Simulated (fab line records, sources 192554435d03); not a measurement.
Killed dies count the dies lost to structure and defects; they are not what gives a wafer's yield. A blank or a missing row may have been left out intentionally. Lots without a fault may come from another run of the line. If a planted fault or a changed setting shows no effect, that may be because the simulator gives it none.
What tool caused it? + flow n5Finfet + 14 lots with 42 wafers sampled at 6 steps, on a route of 1938 steps

== WHAT THE GAUGES SHOWED, per wafer ==
N5_BEOL_M4_CD_MEAS_18: pitch 36 nm, target cd 18 nm.
| lot  | measured     | on       | cdNm (nm)         |
|------|--------------|----------|-------------------|
| L847 | day 7 16:04  | cdSem-03 | 18.47 18.45 17.99 |
| L848 | day 8 00:44  | cdSem-02 | 17.75 18.03 17.57 |
| L850 | day 8 15:37  | cdSem-02 | 17.95 17.96 18.37 |
| L851 | day 8 16:23  | cdSem-01 | 18.01 18.07 18.10 |
| L852 | day 8 23:39  | cdSem-01 | 17.78 18.04 18.33 |
| L854 | day 9 16:16  | cdSem-03 | 17.86 18.32 18.06 |
| L855 | day 9 17:43  | cdSem-02 | 17.62 17.85 18.16 |
| L859 | day 10 18:29 | cdSem-01 | 18.10 18.11 18.17 |
| L862 | day 11 08:48 | cdSem-02 | 17.34 17.80 18.29 |
| L863 | day 12 05:42 | cdSem-01 | - - -             |
| L864 | day 12 08:06 | cdSem-02 | - - -             |
| L866 | day 12 08:14 | cdSem-02 | 18.16 17.77 18.17 |
| L868 | day 13 03:51 | cdSem-01 | 17.75 18.48 17.66 |
| L869 | day 14 00:39 | cdSem-02 | 18.31 18.51 18.68 |

N5_BEOL_M4_CD_MEAS_28: target cd 26.2 nm, target cd y 24.1 nm.
| lot  | measured     | on       | cdNm (nm)         |
|------|--------------|----------|-------------------|
| L847 | day 7 16:23  | cdSem-03 | 26.32 26.21 26.38 |
| L848 | day 8 01:11  | cdSem-03 | 26.57 26.45 26.38 |
| L850 | day 8 16:03  | cdSem-02 | 26.52 26.39 26.73 |
| L851 | day 8 16:50  | cdSem-02 | 26.24 26.47 26.24 |
| L852 | day 8 23:58  | cdSem-02 | 26.29 26.56 26.09 |
| L854 | day 9 16:35  | cdSem-03 | 26.34 26.36 26.34 |
| L855 | day 9 18:02  | cdSem-01 | 25.91 25.88 26.07 |
| L859 | day 10 18:49 | cdSem-03 | 26.24 26.30 26.22 |
| L862 | day 11 09:08 | cdSem-02 | 26.13 26.29 26.53 |
| L866 | day 12 08:37 | cdSem-02 | 26.55 26.07 26.13 |
| L868 | day 13 04:17 | cdSem-02 | 26.26 26.58 26.00 |
| L869 | day 14 00:58 | cdSem-02 | 26.26 26.70 26.19 |

N5_BEOL_M4_RC_MEAS_101.
| lot  | measured     | on        | DIBL_N (mV/V)  | DIBL_P (mV/V)  | IOFF_N (nA/um)    | IOFF_P (nA/um) | ION_N (uA/um) | ION_P (uA/um) | SS_N (mV/dec)  | SS_P (mV/dec)  | VT_N (mV)   | VT_P (mV)      |
|------|--------------|-----------|----------------|----------------|-------------------|----------------|---------------|---------------|----------------|----------------|-------------|----------------|
| L847 | day 7 23:58  | prober-01 | 34.0 35.2 34.4 | 32.5 34.1 34.2 | 0.114 0.133 0.126 | 0.16 0.18 0.18 | 661 670 659   | 457 464 452   | 70.3 70.6 71.3 | 72.7 73.5 73.0 | 255 253 255 | -255 -251 -250 |
| L848 | day 8 11:07  | prober-01 | 38.6 34.7 34.8 | 38.5 32.9 34.2 | 0.217 0.139 0.144 | 0.30 0.21 0.22 | 674 671 673   | 468 463 460   | 72.4 71.0 71.6 | 74.4 72.9 73.5 | 248 251 251 | -244 -249 -248 |
| L850 | day 8 23:14  | prober-01 | 35.8 36.4 36.6 | 36.2 37.6 37.3 | 0.162 0.186 0.188 | 0.18 0.19 0.19 | 676 688 673   | 452 469 453   | 71.3 71.3 72.3 | 73.1 73.7 73.8 | 253 246 251 | -258 -252 -253 |
| L851 | day 9 02:27  | prober-02 | 35.6 38.0 37.0 | 36.1 39.5 37.8 | 0.174 0.237 0.203 | 0.24 0.32 0.27 | 679 694 691   | 472 484 481   | 71.7 72.4 71.8 | 73.4 73.6 73.5 | 247 243 243 | -243 -242 -243 |
| L852 | day 9 08:35  | prober-02 | 35.7 35.7 35.1 | 36.7 36.7 36.3 | 0.162 0.163 0.152 | 0.23 0.23 0.22 | 680 678 678   | 468 467 467   | 71.3 71.4 71.0 | 72.6 72.1 73.0 | 247 247 249 | -247 -248 -247 |
| L854 | day 10 02:28 | prober-02 | 33.7 35.1 33.6 | 32.3 34.0 32.7 | 0.114 0.131 0.112 | 0.16 0.19 0.17 | 666 674 666   | 458 463 467   | 70.7 71.6 72.0 | 72.2 72.7 72.5 | 256 255 255 | -253 -253 -255 |
| L855 | day 10 03:15 | prober-02 | 36.5 37.6 37.4 | 34.9 35.7 36.3 | 0.147 0.154 0.156 | 0.19 0.21 0.21 | 671 669 675   | 458 459 458   | 72.1 71.6 72.1 | 73.5 73.0 73.0 | 251 250 253 | -248 -251 -249 |
| L859 | day 11 01:20 | prober-02 | 34.1 35.7 36.3 | 33.8 35.6 36.0 | 0.115 0.138 0.146 | 0.16 0.18 0.19 | 656 673 661   | 450 454 452   | 71.3 72.0 71.7 | 72.5 72.6 73.2 | 254 254 253 | -253 -255 -254 |
| L862 | day 11 21:49 | prober-01 | 35.0 34.2 34.6 | 34.7 32.8 33.7 | 0.129 0.116 0.115 | 0.19 0.16 0.17 | 657 658 653   | 458 456 453   | 71.1 71.4 70.1 | 73.4 72.4 72.1 | 253 257 256 | -250 -252 -250 |
| L866 | day 12 17:35 | prober-02 | 33.4 33.5 36.0 | 34.1 33.9 36.6 | 0.116 0.108 0.151 | 0.15 0.15 0.18 | 656 649 663   | 451 445 452   | 71.0 70.8 71.3 | 72.4 72.5 73.1 | 256 258 251 | -258 -256 -257 |
| L868 | day 13 20:10 | prober-01 | 34.3 36.4 35.3 | 34.6 36.6 35.2 | 0.123 0.150 0.124 | 0.18 0.20 0.17 | 663 673 667   | 458 464 456   | 71.2 71.5 71.2 | 72.0 73.5 72.7 | 253 250 253 | -252 -250 -251 |
| L869 | day 14 06:29 | prober-02 | 34.8 33.8 35.4 | 33.5 32.4 34.7 | 0.121 0.104 0.132 | 0.19 0.17 0.20 | 674 653 668   | 459 457 467   | 70.5 70.8 71.3 | 73.0 72.3 73.0 | 254 259 252 | -252 -253 -249 |

== WHICH TOOL RAN EACH LOT (tool, then ch and the chambers of the sampled wafers, then the start) ==
| lot  | N5_BEOL_M3_PRE_CLEAN_60         | N5_BEOL_M4_HM_DEP_02        | N5_BEOL_M4_HM_OPEN_17            |
|------|---------------------------------|-----------------------------|----------------------------------|
| L847 | cvdCo-02 ch 1,2, day 7 13:16    | pvdSputter-02, day 7 15:07  | rieMetal-01 ch 0,1, day 7 15:53  |
| L848 | cvdCo-02 ch 0,1, day 7 22:56    | pvdSputter-02, day 7 23:24  | rieMetal-03 ch 0,1, day 8 00:17  |
| L850 | cvdCo-02 ch 1,2, day 8 14:05    | pvdSputter-03, day 8 14:32  | rieMetal-02 ch 0, day 8 15:26    |
| L851 | cvdCo-02 ch 0,1,2, day 8 14:36  | pvdSputter-03, day 8 15:16  | rieMetal-01 ch 0,1, day 8 16:14  |
| L852 | cvdCo-01 ch 0,1, day 8 21:27    | pvdSputter-01, day 8 22:28  | rieMetal-01 ch 0,1, day 8 23:24  |
| L854 | cvdCo-02 ch 0,1,2, day 9 14:50  | pvdSputter-01, day 9 15:19  | rieMetal-02 ch 0, day 9 16:05    |
| L855 | cvdCo-02 ch 0,1,2, day 9 15:22  | pvdSputter-02, day 9 16:45  | rieMetal-01 ch 0,1, day 9 17:32  |
| L859 | cvdCo-01 ch 0,1,2, day 10 16:40 | pvdSputter-01, day 10 17:32 | rieMetal-01 ch 0,1, day 10 18:19 |
| L862 | cvdCo-01 ch 0,1,2, day 11 06:50 | pvdSputter-01, day 11 07:51 | rieMetal-01 ch 0,1, day 11 08:37 |
| L863 | cvdCo-02 ch 0,1,2, day 12 03:00 | pvdSputter-02, day 12 04:45 | rieMetal-02 ch 0,1, day 12 05:31 |
| L864 | cvdCo-02 ch 1,2, day 12 04:35   | pvdSputter-02, day 12 06:51 | rieMetal-01 ch 0,1, day 12 07:54 |
| L866 | cvdCo-02 ch 0,2, day 12 05:25   | pvdSputter-02, day 12 07:02 | rieMetal-02 ch 0,1, day 12 08:03 |
| L868 | cvdCo-01 ch 1,2, day 13 02:22   | pvdSputter-02, day 13 02:50 | rieMetal-01 ch 0,1, day 13 03:36 |
| L869 | cvdCo-02 ch 0,1,2, day 13 21:46 | pvdSputter-01, day 13 23:30 | rieMetal-01 ch 0,1, day 14 00:24 |
- N5_BEOL_M3_PRE_CLEAN_60: time 15 s.
- N5_BEOL_M4_HM_DEP_02: deposits TiN, target thk 20 nm.
- N5_BEOL_M4_HM_OPEN_17: chemistry Cl2/BCl3, target TiN, target depth 20 nm, overetch 6 nm.

== WHAT THE TOOLS THEMSELVES READ (means of the sampled wafers that have a number; where no wafer has one, the mark that the record gives instead) ==
N5_BEOL_M3_PRE_CLEAN_60.
| lot  | tool     | heaterPowerW (W) |
|------|----------|------------------|
| L847 | cvdCo-02 | 87               |
| L848 | cvdCo-02 | 114              |
| L850 | cvdCo-02 | 102              |
| L851 | cvdCo-02 | 103              |
| L852 | cvdCo-01 | 79               |
| L854 | cvdCo-02 | 101              |
| L855 | cvdCo-02 | 102              |
| L859 | cvdCo-01 | 74               |
| L862 | cvdCo-01 | 73               |
| L863 | cvdCo-02 | 102              |
| L864 | cvdCo-02 | 89               |
| L866 | cvdCo-02 | 90               |
| L868 | cvdCo-01 | 67               |
| L869 | cvdCo-02 | 104              |

N5_BEOL_M4_HM_DEP_02.
| lot  | tool          | chamberPressurePa (Pa) | throttleValvePct (%) |
|------|---------------|------------------------|----------------------|
| L847 | pvdSputter-02 | 0.5001                 | 29.6                 |
| L848 | pvdSputter-02 | 0.5011                 | 29.9                 |
| L850 | pvdSputter-03 | 0.4992                 | 29.6                 |
| L851 | pvdSputter-03 | 0.5001                 | 29.7                 |
| L852 | pvdSputter-01 | 0.5005                 | 30.0                 |
| L854 | pvdSputter-01 | 0.4999                 | 30.2                 |
| L855 | pvdSputter-02 | 0.5002                 | 30.1                 |
| L859 | pvdSputter-01 | 0.5005                 | 30.2                 |
| L862 | pvdSputter-01 | 0.5000                 | 30.2                 |
| L863 | pvdSputter-02 | 0.5001                 | 29.0                 |
| L864 | pvdSputter-02 | 0.5005                 | 30.0                 |
| L866 | pvdSputter-02 | 0.5004                 | 30.4                 |
| L868 | pvdSputter-02 | 0.4997                 | 28.8                 |
| L869 | pvdSputter-01 | 0.5006                 | 30.0                 |

N5_BEOL_M4_HM_OPEN_17.
| lot  | tool        | bcl3FlowSccm (sccm) | biasW (W) | drypumpMotorCurrentA (A) | heBacksideLeakSccm (sccm) | oes_ar_750_au (a.u.) | oesProductAu (a.u.) | throttleValvePct (%) |
|------|-------------|---------------------|-----------|--------------------------|---------------------------|----------------------|---------------------|----------------------|
| L847 | rieMetal-01 | 21.79               | 125.9     | 5.5                      | 3.46                      | 0.81                 | 0.69                | 22.08                |
| L848 | rieMetal-03 | 21.79               | 125.8     | 6.0                      | 3.27                      | 0.69                 | 0.60                | 21.94                |
| L850 | rieMetal-02 | 21.82               | 125.8     | 6.2                      | 3.23                      | 0.81                 | 0.69                | 22.05                |
| L851 | rieMetal-01 | 21.80               | 126.8     | 5.4                      | 3.56                      | 0.71                 | 0.61                | 22.14                |
| L852 | rieMetal-01 | 21.82               | 126.0     | 5.4                      | 3.59                      | 0.72                 | 0.62                | 22.14                |
| L854 | rieMetal-02 | 21.73               | 126.3     | 6.1                      | 3.19                      | 0.81                 | 0.69                | 22.05                |
| L855 | rieMetal-01 | 21.78               | 125.9     | 5.4                      | 3.73                      | 0.72                 | 0.61                | 22.13                |
| L859 | rieMetal-01 | 21.74               | 126.0     | 5.4                      | 3.72                      | 0.71                 | 0.61                | 22.13                |
| L862 | rieMetal-01 | 21.74               | 126.2     | 5.5                      | 3.55                      | 0.71                 | 0.61                | 22.13                |
| L863 | rieMetal-02 | -                   | -         | -                        | -                         | -                    | -                   | -                    |
| L864 | rieMetal-01 | -                   | -         | -                        | -                         | -                    | -                   | -                    |
| L866 | rieMetal-02 | 21.75               | 125.8     | 6.2                      | 3.39                      | 0.85                 | 0.73                | 21.88                |
| L868 | rieMetal-01 | 21.81               | 125.9     | 5.5                      | 3.65                      | 0.69                 | 0.60                | 22.16                |
| L869 | rieMetal-01 | 21.79               | 125.9     | 5.4                      | 3.63                      | 0.69                 | 0.59                | 22.16                |

== THE ANSWER, worked out from the rows above alone ==
Rule: the lots themselves supply what counts as usual. Put in order of their means at a reading, lots are off if they are a third of the lots or fewer, leave a main group of 4 or more, and stand apart from it by a gap of 3 or more times the standard deviation of the main group's means; of several such gaps the widest counts. A main group whose means are all the same, to the digits that the tables above print for the reading, isn't used. Also off: a lot with no number at a reading for which 4 or more lots have one. The other lots that the step has rows for count as sound. First the gauges in route order, then the tools' own readings, where a lot's mean is used as printed above. The first step at which some lot is off is used, and at that step the reading that is off furthest; a lot without a number counts as furthest.
Off, at N5_BEOL_M4_CD_MEAS_18 on cdNm: L863, L864. Without a number there: L863, L864. Main group: mean 18.06 nm, sd 0.19.
A tool fits if, at a process step before that reading, it ran every lot that is off, and no sound lot after the first of them. The gauges at N5_BEOL_M4_CD_MEAS_18 aren't tried: what is off there is off at N5_BEOL_M4_HM_OPEN_17 too, on other tools, and a gauge's error can't cause that. Of those tried, none fits.

== WHAT THE SIMULATOR HAD PUT IN ==
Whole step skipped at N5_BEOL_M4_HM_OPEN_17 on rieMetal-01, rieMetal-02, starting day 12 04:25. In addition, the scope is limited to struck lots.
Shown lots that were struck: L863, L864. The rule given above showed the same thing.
